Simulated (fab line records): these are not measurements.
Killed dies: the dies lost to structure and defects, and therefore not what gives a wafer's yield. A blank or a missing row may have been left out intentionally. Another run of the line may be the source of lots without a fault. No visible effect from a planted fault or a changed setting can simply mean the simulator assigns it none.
Which tool was responsible?    flow nand_harc    30 wafers from 10 lots sampled at 5 of the route's 1302 steps

== WHAT THE GAUGES READ, wafer by wafer ==
NHARC_A_M0_CD_MEAS_09: target cd 80 nm.
lot   measured      on         cd_nm (nm)
L940  day 23 14:39  cd_sem-03  79.7 79.8 79.6
L946  day 25 20:59  cd_sem-03  85.3 85.9 85.5
L948  day 26 22:23  cd_sem-02  85.6 84.7 85.4
L950  day 27 05:53  cd_sem-03  79.9 79.7 78.7
L955  day 28 16:56  cd_sem-01  79.8 78.8 80.0
L957  day 30 04:16  cd_sem-03  79.8 80.1 79.9
L960  day 30 20:08  cd_sem-01  80.9 80.3 79.7
L959  day 31 05:13  cd_sem-01  79.8 79.6 79.0
L962  day 32 00:19  cd_sem-03  80.3 81.0 80.1
L963  day 32 10:27  cd_sem-02  80.3 80.2 79.6

== TOOL THAT RAN EACH LOT (tool first, then ch and the chambers of the sampled wafers, then the start) ==
lot   NHARC_A_CONTACT_CVD_19                    NHARC_A_BLC_ETCH_18                            NHARC_A_BLC_STRIP_29                NHARC_A_M0_PEB_07
L940  cvd_w-02 ch 1, day 23 11:51 or earlier    rie_diel-07 ch 2,3, day 23 11:51 or earlier    rie_diel-07 ch 0,3, day 23 11:51    litho_track-01 ch 0, day 23 14:34
L946  cvd_w-02 ch 0,1, day 25 18:08 or earlier  rie_diel-05 ch 0,1,2, day 25 18:08 or earlier  rie_diel-07 ch 1,2,3, day 25 18:08  litho_track-01 ch 0, day 25 20:55
L948  cvd_w-02 ch 0,1, day 26 19:28 or earlier  rie_diel-05 ch 0,1, day 26 19:28 or earlier    rie_diel-07 ch 0,1,2, day 26 19:28  litho_track-01 ch 0, day 26 22:18
L950  cvd_w-01 ch 0,1, day 27 03:11 or earlier  rie_diel-07 ch 0,2,3, day 27 03:11 or earlier  rie_diel-05 ch 0,1,3, day 27 03:11  litho_track-06 ch 0, day 27 05:48
L955  cvd_w-01 ch 0,1, day 28 13:46 or earlier  rie_diel-05 ch 0,3, day 28 13:46 or earlier    rie_diel-10 ch 0,1,2, day 28 13:46  litho_track-06 ch 0, day 28 16:52
L957  cvd_w-02 ch 0,1, day 30 01:26 or earlier  rie_diel-07 ch 0,3, day 30 01:26 or earlier    rie_diel-05 ch 0,1,3, day 30 01:26  litho_track-01 ch 0, day 30 04:11
L960  cvd_w-02 ch 0,1, day 30 17:22 or earlier  rie_diel-05 ch 0,2,3, day 30 17:22 or earlier  rie_diel-07 ch 1,3, day 30 17:22    litho_track-01 ch 0, day 30 20:04
L959  cvd_w-01 ch 0, day 31 02:25 or earlier    rie_diel-10 ch 0,1, day 31 02:25 or earlier    rie_diel-05 ch 0,1,2, day 31 02:25  litho_track-01 ch 0, day 31 05:09
L962  cvd_w-02 ch 0,1, day 31 21:31 or earlier  rie_diel-10 ch 0,2,3, day 31 21:31 or earlier  rie_diel-05 ch 1,2,3, day 31 21:31  litho_track-01 ch 0, day 32 00:14
L963  cvd_w-02 ch 0,1, day 32 07:41 or earlier  rie_diel-10 ch 2,3, day 32 07:41 or earlier    rie_diel-07 ch 1,3, day 32 07:41    litho_track-01 ch 0, day 32 10:22
- NHARC_A_CONTACT_CVD_19: deposits W, target thk 300 nm, time 802 s.
- NHARC_A_BLC_ETCH_18: etches the open film in C4F8/O2/Ar, target depth 910 nm.
- NHARC_A_BLC_STRIP_29: strips in CF4.
- NHARC_A_M0_PEB_07: peb time 65 s.

== THE ANSWER, worked out from the rows above alone ==
Rule: the usual values come from the lots themselves. The widest of any qualifying gaps counts: lots, ordered by their means at a reading, are off when they make up no more than a third of the lots, leave a main group of 4 or more, and stand apart from it by 3 or more times the standard deviation of that group's means. A main group is skipped when, at the precision printed for the reading in the tables above, its means are all equal. A lot without any number at a reading at which 4 lots or more have one is off too. The other lots that the step has rows for count as sound.
Off at NHARC_A_M0_CD_MEAS_09 (cd_nm): L946, L948. For the main group the mean is 79.9 nm and the standard deviation 0.37.
A tool fits if, at a process step before that reading, it ran every lot that is off, and no sound lot after the first of them. Gauges at NHARC_A_M0_CD_MEAS_09: tried the same way as those tools. NHARC_A_CONTACT_CVD_19 gives no start for some lots, so the hours and the order of its lots are those of NHARC_A_BLC_STRIP_29. NHARC_A_BLC_ETCH_18 gives no start for some lots, so the hours and the order of its lots are those of NHARC_A_BLC_STRIP_29. No candidate that was tried fits.

== WHAT THE SIMULATOR HAD INSERTED ==
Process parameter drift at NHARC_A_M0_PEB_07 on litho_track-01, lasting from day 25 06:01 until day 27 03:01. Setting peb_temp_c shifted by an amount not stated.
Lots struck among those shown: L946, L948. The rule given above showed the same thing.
